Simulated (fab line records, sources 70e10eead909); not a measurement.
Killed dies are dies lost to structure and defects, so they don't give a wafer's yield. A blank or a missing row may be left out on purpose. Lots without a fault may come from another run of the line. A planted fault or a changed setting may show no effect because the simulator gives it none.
fab line records | flow nand_harc
record lots=11 wafers=32 last_day=35
route steps=1302 shown A_CONTACT@1002 END@1302
lots that met no fault: from a run of the same line without faults
start_h: hours from the record's first day to the start of the lot's first wafer shown | wait_h: hours since the lot's step before | " the same as in the row above | L1.1+2: a row that stands for several wafers | - no value, or no start given | * or withheld: withheld | < > ~ a bound
route shown NAME@n: a module of which the file shows steps, and the number in the route of the first | usual: mean/standard deviation of fault-free wafers | same: alike in all rows | chamber/n: place in a boat | sites: the reading at each site | _std_site: their standard deviation | _edge_site: outer sites' mean less inner sites' | radius_mm: how far each site lies from the wafer's centre | mask NAME#n: copy n | behind: the tool/chamber that last shaped the wafer | hold: why the lot was held/for how many hours/how that ended | device: the transistor (n, p or np) that didn't switch | end of line: the same wafers' tests at the end of the route | a step without rows: its recipe alone | killed: dies lost to structure and defects at the first sort, not the wafer's yield | map: a wafer's dies, x killed, . not, _ none there
set.NAME: the setting as run; set.NAME@STEP: as run at that earlier step | model.NAME: the simulator's own value behind a step, which no gauge read
steps of the route over a sample of lots; a table a step, a row a wafer
services: from which hour (start_h, from the record's first day; less than 0 if before it) a tool's chamber was out of use, for how many hours, and why
## steps
# step NHARC_A_CONTACT_ETCH_49
# recipe target_depth_a=2600 over_etch_frac=0.3 time_s=475.3 ion_energy_ev=200 n2_flow_sccm=150 h2_flow_sccm=150 ar_flow_sccm=0 rf_w=400 bias_w=150 chemistry=N2/H2
# usual drypump_motor_current_A=5.8/0.59 oes_product_au=0.999/0.008 rf_vpp_V=429.9/2.4 run_length_s=496.7/0.44 showerhead_plenum_p_Torr=2.01/0.084 throttle_valve_pct=14.170/0.0091
# columns lot.wafer tool chamber start_h wait_h drypump_motor_current_A oes_product_au rf_hours_counter_h rf_vpp_V run_length_s showerhead_plenum_p_Torr throttle_valve_pct
L394.2 rie_diel-01 3 - - 6.2 0.993 34 429.0 496.5 2.00 14.169
L394.3 " 1 " " 6.3 0.991 37 428.2 497.5 1.93 14.173
L394.5 " 2 " " 4.8 1.014 - 429.0 496.7 2.00 14.178
L397.1 rie_diel-10 2 - - 5.1 1.010 33 428.5 497.1 1.93 14.183
L397.6 " 3 " " 5.3 1.008 - 432.0 496.8 2.15 14.177
L397.5 " 0 " " 5.4 1.013 - 426.8 497.1 1.97 14.173
L401.1 rie_diel-01 0 - - 6.7 0.999 7 433.8 496.5 2.09 14.168
L401.3 " 1 " " 6.3 0.998 11 427.2 497.1 1.91 14.158
L401.6 " 0 " " 6.7 1.000 - 433.4 496.3 2.09 14.169
L398.3 rie_diel-04 3 - - 6.2 0.992 2 430.6 497.7 2.08 14.162
L398.1 " 0 " " 6.3 0.997 2 432.7 496.6 2.16 14.178
L398.5 " 1 " " 5.6 0.991 - 430.8 496.8 2.08 14.190
L408.3 rie_diel-04 2 - - 5.2 0.994 14 427.5 496.2 1.94 14.169
L408.4 " 3 " " 6.2 0.999 15 431.6 497.0 2.07 14.162
L408.5 " 2 " " 5.2 1.000 - 429.3 496.5 1.94 14.158
L410.3 rie_diel-01 0 - - 6.7 1.003 22 431.3 496.3 2.09 14.168
L410.5 " 0 " " 6.7 1.008 - 433.4 496.5 2.09 14.174
L413.1 rie_diel-04 2 - - 5.2 0.985 26 427.9 496.0 1.93 14.174
L413.2 " 0 " " 6.3 1.002 27 432.4 496.7 2.15 14.166
L413.5 " 2 " " 5.2 0.990 - 428.2 496.3 1.93 14.180
L414.3 rie_diel-10 0 - - 5.3 0.993 26 427.8 496.4 1.95 14.177
L414.1 " 2 " " 5.1 1.000 29 425.3 496.8 1.91 14.159
L414.2 " 3 " " 5.4 1.006 27 434.0 497.0 2.13 14.189
L415.3 rie_diel-04 3 - - 6.2 0.995 0 430.7 497.1 2.07 14.159
L415.1 " 2 " " 5.2 0.988 0 426.8 496.1 1.93 14.180
L415.5 " 0 " " 6.3 0.992 - 432.9 496.8 2.15 14.167
L416.3 rie_diel-01 0 - - 6.7 1.012 47 430.9 496.4 2.08 14.175
L416.6 " 2 " " 4.8 0.990 - 428.4 496.3 1.97 14.184
L416.5 " 3 " " 6.2 1.007 - 428.9 496.8 1.97 14.173
L417.3 rie_diel-04 3 - - 6.2 0.997 5 432.1 497.1 2.06 14.185
L417.2 " 0 " " 6.3 0.982 5 433.8 496.7 2.15 14.166
L417.6 " 1 " " 5.6 0.997 - 431.4 496.2 2.07 14.162
# step NHARC_A_CONTACT_ETCH_51
# recipe target_depth_a=70000 over_etch_frac=0.3 time_s=1820 ion_energy_ev=150 o2_flow_sccm=400 cos_flow_sccm=20 ar_flow_sccm=0 rf_w=500 bias_w=300 chemistry=O2/COS
# usual drypump_motor_current_A=5.8/0.59 oes_product_au=1.001/0.0089 rf_vpp_V=313.9/2 run_length_s=1841.4/0.43 showerhead_plenum_p_Torr=3.10/0.12 throttle_valve_pct=28.329/0.0088
# columns lot.wafer tool chamber start_h wait_h drypump_motor_current_A oes_product_au rf_hours_counter_h rf_vpp_V run_length_s showerhead_plenum_p_Torr throttle_valve_pct
L394.3 rie_diel-01 0 - - 6.7 1.005 37 317.5 1841.5 3.21 28.328
L394.2 " 3 " " 6.2 0.993 34 314.4 1841.3 3.06 28.342
L394.5 " 0 " " 6.8 1.006 - 315.8 1841.4 3.21 28.327
L397.1 rie_diel-10 2 - - 5.1 1.016 33 311.3 1841.5 2.97 28.329
L397.5 " 3 " " 5.3 1.017 - 315.7 1841.2 3.27 28.332
L397.6 " 0 " " 5.4 1.014 - 313.2 1841.0 3.02 28.334
L401.3 rie_diel-01 0 - - 6.8 1.004 8 316.1 1840.9 3.19 28.323
L401.1 " 1 " " 6.4 0.992 12 312.3 1841.9 2.94 28.336
L401.6 " 0 " " 6.8 1.012 - 315.4 1840.9 3.19 28.330
L398.1 rie_diel-04 2 - - 5.2 0.994 2 313.3 1841.0 2.98 28.335
L398.3 " 3 " " 6.2 0.993 2 313.6 1841.9 3.17 28.317
L398.5 " 0 " " 6.4 1.007 - 316.8 1841.2 3.29 28.336
L408.4 rie_diel-04 2 - - 5.2 1.009 15 311.4 1840.8 2.98 28.347
L408.3 " 1 " " 5.7 1.004 15 314.6 1840.6 3.17 28.326
L408.5 " 2 " " 5.2 1.004 - 311.9 1840.7 2.98 28.327
L410.3 rie_diel-01 1 - - 6.4 0.991 32 310.5 1841.8 2.93 28.343
L410.5 " 3 " " 6.1 0.985 - 312.7 1841.3 3.04 28.326
L413.1 rie_diel-04 1 - - 5.6 1.006 25 312.6 1841.2 3.17 28.325
L413.2 " 2 " " 5.2 0.985 27 312.4 1841.0 2.97 28.341
L413.5 " 1 " " 5.6 1.008 - 316.8 1840.9 3.17 28.323
L414.3 rie_diel-10 1 - - 5.8 1.012 26 309.8 1841.6 2.90 28.333
L414.1 " 2 " " 5.1 1.006 29 312.3 1841.2 2.94 28.334
L414.2 " 3 " " 5.3 1.013 27 315.6 1841.3 3.25 28.339
L416.3 rie_diel-01 3 - - 6.2 0.991 52 313.1 1841.3 3.03 28.329
L416.6 " 3 " " 6.2 0.998 - 312.0 1842.1 3.03 28.325
L416.5 " 0 " " 6.7 1.005 - 314.7 1840.9 3.17 28.331
L415.3 rie_diel-04 3 - - 6.2 1.003 1 314.4 1842.0 3.16 28.308
L415.1 " 0 " " 6.3 0.985 1 317.9 1841.7 3.27 28.342
L415.5 " 2 " " 5.2 0.987 - 311.6 1841.5 2.97 28.331
L417.3 rie_diel-04 2 - - 5.2 0.995 6 311.2 1840.8 2.97 28.331
L417.2 " 0 " " 6.4 0.987 5 316.3 1841.4 3.27 28.317
L417.6 " 2 " " 5.2 0.994 - 311.9 1840.8 2.97 28.347
# step NHARC_A_CONTACT_ETCH_122
# recipe source_w=withheld pressure_mtorr=20 bias_v=3000 time_s=190 target_depth_a=18500 ar_flow_sccm=withheld c4f8_flow_sccm=withheld o2_flow_sccm=withheld chemistry=C4F8/O2/Ar
# usual run_length_s=190/0
# columns lot.wafer tool chamber start_h wait_h rf_hours_counter_h run_length_s
L394.2 har_cap_etch-02 1 508.60 0.1 85 190
L394.3 " 1 " " - 190
L394.5 " 1 " " - 190
L397.1 har_cap_etch-03 1 536.19 0.1 48 190
L397.5 " 1 " " - 190
L397.6 " 0 " " - 190
L401.1 har_cap_etch-02 0 596.15 0.1 94 190
L401.3 " 1 " " - 190
L401.6 " 1 " " - 190
L398.1 har_cap_etch-01 0 596.96 0.1 8 190
L398.3 " 0 " " - 190
L398.5 " 0 " " - 190
L408.3 har_cap_etch-01 0 643.07 0.1 - 190
L408.4 " 1 " " - 190
L408.5 " 1 " " - 190
L410.3 har_cap_etch-01 0 652.80 0.1 - 190
L410.5 " 0 " " - 190
L414.1 har_cap_etch-01 0 692.70 0.1 32 190
L414.2 " 1 " " 32 190
L414.3 " 0 " " - 190
L413.2 har_cap_etch-03 1 693.12 0.2 77 190
L413.1 " 0 " " 77 190
L413.5 " 1 " " - 190
L415.1 har_cap_etch-03 0 726.72 0.1 81 190
L415.3 " 0 " " - 190
L415.5 " 0 " " - 190
L416.3 har_cap_etch-01 1 726.96 0.1 - 190
L416.5 " 0 " " - 190
L416.6 " 1 " " - 190
L417.2 har_cap_etch-03 0 760.65 0.1 85 190
L417.3 " 1 " " - 190
L417.6 " 0 " " - 190
# step NHARC_A_CONTACT_ETCH_96
# recipe target_depth_a=200 over_etch_frac=0.5 time_s=10 ion_energy_ev=250 c4f6_flow_sccm=25 o2_flow_sccm=20 ar_flow_sccm=500 rf_w=600 bias_w=500 chemistry=C4F6/O2
# usual drypump_motor_current_A=5.8/0.6 oes_product_au=0.961/0.025 rf_vpp_V=546/3.1 run_length_s=31.1/0.33 showerhead_plenum_p_Torr=3.89/0.14 throttle_valve_pct=26.903/0.0093
# columns lot.wafer tool chamber start_h wait_h drypump_motor_current_A oes_product_au rf_hours_counter_h rf_vpp_V run_length_s showerhead_plenum_p_Torr throttle_valve_pct
L394.2 rie_diel-01 3 509.88 - 6.2 0.933 36 546 31.5 3.85 26.901
L394.3 " 0 " " 6.8 0.942 39 549 31.0 4.03 26.890
L394.5 " 3 " " 6.2 0.932 - 546 31.3 3.85 26.896
L397.1 rie_diel-01 3 537.47 - 6.2 0.936 48 545 31.2 3.84 26.910
L397.6 " 2 " " 4.8 0.950 - 546 31.6 3.84 26.898
L397.5 " 3 " " 6.2 0.944 - 546 31.5 3.84 26.917
L401.3 rie_diel-01 1 597.45 - 6.4 0.945 12 540 32.2 3.71 26.904
L401.1 " 2 " " 4.8 0.945 12 544 31.2 3.83 26.905
L401.6 " 3 " " 6.2 0.925 - 544 31.2 3.84 26.892
L398.3 rie_diel-01 3 598.27 - 6.2 1.001 8 544 31.1 3.84 26.894
L398.1 " 0 " " 6.7 1.013 9 548 30.8 4.01 26.912
L398.5 " 2 " " 4.8 1.001 - 545 30.9 3.83 26.912
L408.4 rie_diel-01 0 644.30 - 6.7 0.939 21 548 30.8 4.00 26.887
L408.3 " 1 " " 6.4 0.937 31 543 31.6 3.70 26.912
L408.5 " 2 " " 4.8 0.937 - 545 27.9 3.82 26.891
L410.3 rie_diel-01 2 654.03 - 4.8 0.926 30 544 31.3 3.82 26.890
L410.5 " 0 " " 6.7 0.954 - 548 28.0 4.00 26.899
L414.3 rie_diel-10 0 693.98 - 5.3 0.932 27 543 31.0 3.77 26.900
L414.2 " 1 " " 5.8 0.947 27 542 31.3 3.65 26.913
L414.1 " 2 " " 5.1 0.957 30 542 31.1 3.71 26.906
L413.2 rie_diel-10 2 694.80 - 5.1 0.978 30 543 31.3 3.71 26.892
L413.1 " 3 " " 5.4 0.981 28 551 31.6 4.08 26.899
L413.5 " 2 " " 5.1 0.990 - 542 31.1 3.71 26.880
L415.3 rie_diel-04 2 728.03 - 5.2 0.953 1 544 30.7 3.74 26.904
L415.1 " 3 " " 6.2 0.945 1 546 31.4 3.97 26.907
L415.5 " 2 " " 5.2 0.952 - 544 31.1 3.74 26.894
L416.3 rie_diel-10 3 728.16 - 5.4 0.947 41 550 31.1 4.07 26.885
L416.5 " 3 " " 5.4 0.948 - 551 31.3 4.07 26.902
L416.6 " 0 " " 5.3 0.960 - 545 31.4 3.76 26.920
L417.3 rie_diel-04 3 761.91 - 6.2 0.931 7 549 31.3 3.96 26.909
L417.2 " 1 " " 5.6 0.956 7 548 30.8 3.97 26.889
L417.6 " 2 " " 5.2 0.939 - 542 30.6 3.74 26.906
# step NHARC_END_SORT_01
# recipe temp_c=25
# usual killed_at_array=54/18 killed_at_other=0.9/1.2 killed_at_periphery=4.4/2.9 killed_dies=59/18 killed_open=3.2/1.8 killed_short=2.6/1.8
# same gross_dies=677
# columns lot.wafer tool chamber start_h wait_h killed_at_array killed_at_other killed_at_periphery killed_dies killed_open killed_short
L408.3 prober-01 0 729.89 3.1 76 1 0 77 4 1
L408.4 prober-01 0 730.72 3.5 65 0 2 67 4 1
L408.5 prober-01 0 731.54 3.8 123 0 0 123 3 2
L410.3 prober-01 0 737.75 3.1 47 0 5 52 4 2
L410.5 prober-01 0 739.35 3.7 118 1 5 124 2 2
# killed by level:class
L408.3 A_SLIT:chamber_film_flake=37 A_CHANNEL_HOLE_D1:chamber_film_flake=27 A_WL_FILL:chamber_film_flake=2 A_CONTACT:chamber_film_flake=2 A_ONON_D1:geometric_particle:open=1 A_CHANNEL_FILL_D1:geometric_particle:open=1 A_DECK1_JOINT:geometric_particle:open=1 A_CHANNEL_FILL_D2:geometric_particle:open=1
L408.4 A_SLIT:chamber_film_flake=35 A_CHANNEL_HOLE_D1:chamber_film_flake=17 A_WL_FILL:chamber_film_flake=3 P_BONDPAD:chamber_film_flake=2 A_CHANNEL_FILL_D2:chamber_film_flake=2 A_ONON_D2:geometric_particle:open=1 A_CHANNEL_FILL_D2:geometric_particle:open=1 A_CHANNEL_FILL_D2:geometric_particle:short=1
L408.5 A_CONTACT:area_etch=40 A_SLIT:chamber_film_flake=39 A_CHANNEL_HOLE_D1:chamber_film_flake=34 A_BLC:geometric_particle:open=2 A_CONTACT:chamber_film_flake=2 A_DECK1_JOINT:geometric_particle:short=1 A_CHANNEL_FILL_D2:geometric_particle:short=1 A_M1:geometric_particle:open=1
L410.3 A_CHANNEL_HOLE_D2:chamber_film_flake=25 A_CHANNEL_HOLE_D1:chamber_film_flake=9 A_SLIT:chamber_film_flake=4 P_STI:chamber_film_flake=3 A_CONTACT:chamber_film_flake=2 A_ONON_D2:geometric_particle:short=1 A_CHANNEL_FILL_D2:geometric_particle:open=1 A_CHANNEL_FILL_D2:geometric_particle:short=1
L410.5 A_CONTACT:area_etch=62 A_CHANNEL_HOLE_D2:chamber_film_flake=36 A_CHANNEL_HOLE_D1:chamber_film_flake=12 P_GATE:chamber_film_flake=2 A_SLIT:chamber_film_flake=2 P_CONTACT:geometric_particle:short=1 A_DECK1_JOINT:geometric_particle:open=1 A_CHANNEL_FILL_D2:geometric_particle:short=1
## services
# columns tool chamber start_h hours kind
rie_diel-10 0 483.51 6.6 repair
rie_diel-01 0 487.91 - clean
rie_diel-01 1 487.91 - clean
rie_diel-01 2 487.91 - clean
rie_diel-01 3 487.91 - clean
har_cap_etch-01 - 497.00 17.0 pm
rie_diel-04 2 506.30 5.7 repair
rie_diel-01 0 512.55 - clean
rie_diel-01 1 512.55 - clean
rie_diel-01 2 512.55 - clean
rie_diel-01 3 512.55 - clean
rie_diel-04 - 532.13 9.0 pm
rie_diel-01 - 557.80 9.0 pm
rie_diel-10 - 596.76 9.0 pm
har_cap_etch-02 - 619.11 1.3 repair
rie_diel-01 0 619.70 6.1 repair
rie_diel-10 1 643.14 7.1 repair
rie_diel-04 1 663.57 4.8 repair
rie_diel-01 3 693.84 1.7 repair
rie_diel-10 0 699.92 2.5 repair
rie_diel-01 1 704.98 2.9 repair
rie_diel-04 - 709.13 9.0 pm
rie_diel-01 - 735.33 9.0 pm
har_cap_etch-02 - 754.00 17.0 pm
## key
first_sign step=NHARC_A_CONTACT_ETCH_96 reading=run_length_s direction=down sigmas=9.6 usual=* struck=*
effect step=NHARC_END_SORT_01 reading=killed_at_array direction=up sigmas=3.7 usual=54 struck=120
more_kills_born_at NHARC_A_CONTACT_ETCH_96@rie_diel-01=102
met_at NHARC_A_CONTACT_ETCH_96
struck_lots L408,L410
struck_wafers L408.5,L410.5
tester_left_out L408,L410
not_acting_at NHARC_A_CONTACT_ETCH_49,NHARC_A_CONTACT_ETCH_51,NHARC_A_CONTACT_ETCH_122
onset_between 598.27 644.30
fault kind=process_parameter_drift tool=rie_diel-01 chamber=- onset_h=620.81 steps=NHARC_A_CONTACT_ETCH_96 channel=time_s offset=* shape=step end_h=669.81 scope=struck_wafers_only acts_in=* stated=*
# tester_left_out: of these lots the tester's yield and bins aren't shown, on N5 and GAA mostly nor the transistor test; their killed dies are dies lost to structure and defects alone, not to doping, threshold or leakage, so they don't give the yield
